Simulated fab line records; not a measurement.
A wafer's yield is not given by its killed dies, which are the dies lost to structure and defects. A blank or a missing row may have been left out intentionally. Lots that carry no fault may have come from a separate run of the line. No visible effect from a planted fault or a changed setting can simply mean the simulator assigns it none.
Which of the tools did it? -- flow n5_finfet -- 11 lots with 31 wafers sampled at 5 steps, on a route of 1938 steps

== WHAT THE GAUGES SHOWED, per wafer ==
The record lacks any reading of a measuring or inspecting step that a usual standard deviation could be used to judge.

== WHICH TOOL RAN EACH LOT (tool, then ch and the chambers of the sampled wafers, then the start) ==
lot,N5_BEOL_M10_TRENCH_ETCH_37,N5_PASSIVATION_PECVD_01,N5_PASSIVATION_AL_DEP_21,N5_PASSIVATION_DESCUM_32,N5_PASSIVATION_PROBE_49
L639,"rie_diel-04 ch 0,2,3, day 10 16:18","pecvd-03 ch 1,2, day 12 17:56","pvd_sputter-03, day 12 19:34","rie_diel-04 ch 1,2,3, day 12 20:20",-
L644,"rie_diel-06 ch 1,2,3, day 11 22:38","pecvd-02 ch 0,1,2, day 13 21:36","pvd_sputter-01, day 14 01:43","rie_diel-05 ch 1,2,3, day 14 02:32",-
L646,"rie_diel-06 ch 1,3, day 12 16:08","pecvd-02 ch 0,2, day 14 12:10","pvd_sputter-02, day 14 14:44","rie_diel-04 ch 2,3, day 14 15:25",-
L642,"rie_diel-05 ch 0,1,2, day 12 20:08","pecvd-01 ch 1,2, day 14 21:23","pvd_sputter-02, day 14 23:54","rie_diel-05 ch 0,1, day 15 00:36",-
L647,"rie_diel-05 ch 0,1, day 13 01:23","pecvd-02 ch 0,2, day 14 22:29","pvd_sputter-01, day 15 01:17","rie_diel-06 ch 2,3, day 15 01:55",-
L648,"rie_diel-06 ch 0,2, day 13 06:42","pecvd-01 ch 1,2, day 15 03:23","pvd_sputter-01, day 15 04:58","rie_diel-05 ch 0,3, day 15 05:46","prober-02, day 15 10:58"
L649,"rie_diel-06 ch 1,2,3, day 13 19:17","pecvd-03 ch 1,2, day 15 19:41","pvd_sputter-03, day 16 00:20","rie_diel-04 ch 1,3, day 16 01:01","prober-02, day 16 05:57"
L651,"rie_diel-05 ch 1,2, day 14 19:20","pecvd-02 ch 0,1,2, day 16 08:08","pvd_sputter-01, day 16 11:31","rie_diel-06 ch 1,2, day 16 12:05",-
L657,"rie_diel-05 ch 0,1,3, day 16 04:40","pecvd-01 ch 0,1,2, day 18 07:50","pvd_sputter-03, day 18 11:43","rie_diel-05 ch 0,1, day 18 12:30","prober-01, day 18 17:17"
L659,"rie_diel-06 ch 2,3, day 16 04:57","pecvd-01 ch 0,1, day 18 02:17","pvd_sputter-02, day 18 04:34","rie_diel-05 ch 0,2, day 18 05:08",-
L660,"rie_diel-06 ch 0,2,3, day 16 15:02","pecvd-03 ch 0,1,2, day 18 13:28","pvd_sputter-01, day 18 16:43","rie_diel-06 ch 0,1,2, day 18 17:32",-
- N5_BEOL_M10_TRENCH_ETCH_37: etches SiCOH lowk in C4F6/O2, target depth 148.83 nm, time 48 s.
- N5_PASSIVATION_PECVD_01: deposits SiNx from SiH4/NH3/N2, target thk 200 nm, time 43.2 s.
- N5_PASSIVATION_AL_DEP_21: deposits Al, target thk 2800 nm, time 170 s.
- N5_PASSIVATION_DESCUM_32: chemistry O2, time 7.9 s.
- N5_PASSIVATION_PROBE_49

== AS READ BY THE TOOLS THEMSELVES (means over the sampled wafers that have a number; for cases with no such wafer, the mark the record gives instead) ==
N5_BEOL_M10_TRENCH_ETCH_37.
lot,tool,drypump_motor_current_A (A),oes_product_au (a.u.),rf_vpp_V (V),showerhead_plenum_p_Torr (Torr),throttle_valve_pct (%)
L639,rie_diel-04,5.5,0.82,665,2.90,21.03
L644,rie_diel-06,6.2,0.88,682,2.88,20.60
L646,rie_diel-06,6.2,0.89,678,2.90,20.61
L642,rie_diel-05,5.7,0.80,677,2.86,20.80
L647,rie_diel-05,5.8,0.82,670,2.83,20.77
L648,rie_diel-06,5.7,0.73,661,2.78,21.07
L649,rie_diel-06,6.2,0.86,682,2.88,20.62
L651,rie_diel-05,5.8,0.76,680,2.91,20.82
L657,rie_diel-05,5.9,0.84,670,2.81,20.80
L659,rie_diel-06,6.1,0.82,678,2.85,20.62
L660,rie_diel-06,5.8,0.85,668,2.93,20.76

N5_PASSIVATION_PECVD_01.
lot,tool,heater_power_w (W),showerhead_plenum_p_Torr (Torr),throttle_valve_pct (%)
L639,pecvd-03,298,8.62,28.7
L644,pecvd-02,456,8.72,29.0
L646,pecvd-02,381,8.71,29.2
L642,pecvd-01,502,8.76,28.0
L647,pecvd-02,354,8.70,29.5
L648,pecvd-01,397,8.72,28.3
L649,pecvd-03,352,8.56,29.5
L651,pecvd-02,424,8.73,29.0
L657,pecvd-01,411,8.75,28.2
L659,pecvd-01,480,8.79,27.9
L660,pecvd-03,270,8.63,29.4

N5_PASSIVATION_AL_DEP_21.
lot,tool,throttle_valve_pct (%)
L639,pvd_sputter-03,30.4
L644,pvd_sputter-01,30.2
L646,pvd_sputter-02,30.6
L642,pvd_sputter-02,31.0
L647,pvd_sputter-01,29.1
L648,pvd_sputter-01,30.8
L649,pvd_sputter-03,30.1
L651,pvd_sputter-01,29.5
L657,pvd_sputter-03,30.4
L659,pvd_sputter-02,29.7
L660,pvd_sputter-01,30.2

N5_PASSIVATION_DESCUM_32.
lot,tool,bias_power_w (W),drypump_motor_current_A (A),oes_product_au (a.u.),rf_vpp_V (V),showerhead_plenum_p_Torr (Torr),temp_c (C),throttle_valve_pct (%)
L639,rie_diel-04,19.99,5.5,0.90,243.9,2.13,39.86,20.43
L644,rie_diel-05,19.93,6.0,0.86,243.9,2.11,39.95,20.29
L646,rie_diel-04,19.95,5.6,0.81,244.1,2.14,39.97,20.58
L642,rie_diel-05,20.09,5.9,0.82,243.1,2.10,40.00,20.34
L647,rie_diel-06,20.02,6.1,0.82,244.1,2.12,39.97,20.26
L648,rie_diel-05,19.99,5.6,0.87,241.8,2.04,40.02,20.39
L649,rie_diel-04,20.02,5.3,0.90,242.4,2.07,40.00,20.40
L651,rie_diel-06,20.07,6.4,0.83,244.1,2.13,40.05,20.32
L657,rie_diel-05,20.02,5.9,0.78,242.8,2.08,39.87,20.39
L659,rie_diel-05,19.97,5.6,0.75,243.1,2.09,40.00,20.56
L660,rie_diel-06,19.97,6.1,0.84,243.6,2.15,39.99,20.29

N5_PASSIVATION_PROBE_49.
lot,tool,defect_limited_yield (%),killed_at_M0_to_M3,killed_at_M4_up,killed_at_contacts,killed_at_front_end,killed_at_other,killed_dies,killed_on_rim,killed_open,killed_short,sort_bin_5_function (%),sort_bin_6_memory (%),sort_n_pass,sort_yield_pct (%)
L648,prober-02,92.6,30,13,12,30,3,87,12,58,25,4.1,2.7,1093,92.6
L649,prober-02,91.0,23,15,23,44,1,106,16,74,31,5.2,3.5,1074,91.0
L657,prober-01,84.0,34,92,10,51,3,189,30,68,34,9.3,4.6,991,84.0

== THE ANSWER, worked out from the rows above alone ==
Rule: the usual values come from the lots themselves. The widest of any qualifying gaps counts: lots, ordered by their means at a reading, are off when they make up no more than a third of the lots, leave a main group of 4 or more, and stand apart from it by 3 or more times the standard deviation of that group's means. A main group is skipped when, at the precision printed for the reading in the tables above, its means are all equal. A lot without any number at a reading at which 4 lots or more have one is off too. All remaining lots with rows at the step are treated as sound. The gauges are gone through in route order, then the tools' own readings, and for those a lot's mean is taken as printed above. At the first step where some lot is off, the reading lying furthest off is the one used; lots without a number count as furthest.
None of the lots is off at any reading shown; this tells nothing.

== WHAT THE SIMULATOR HAD INSERTED ==
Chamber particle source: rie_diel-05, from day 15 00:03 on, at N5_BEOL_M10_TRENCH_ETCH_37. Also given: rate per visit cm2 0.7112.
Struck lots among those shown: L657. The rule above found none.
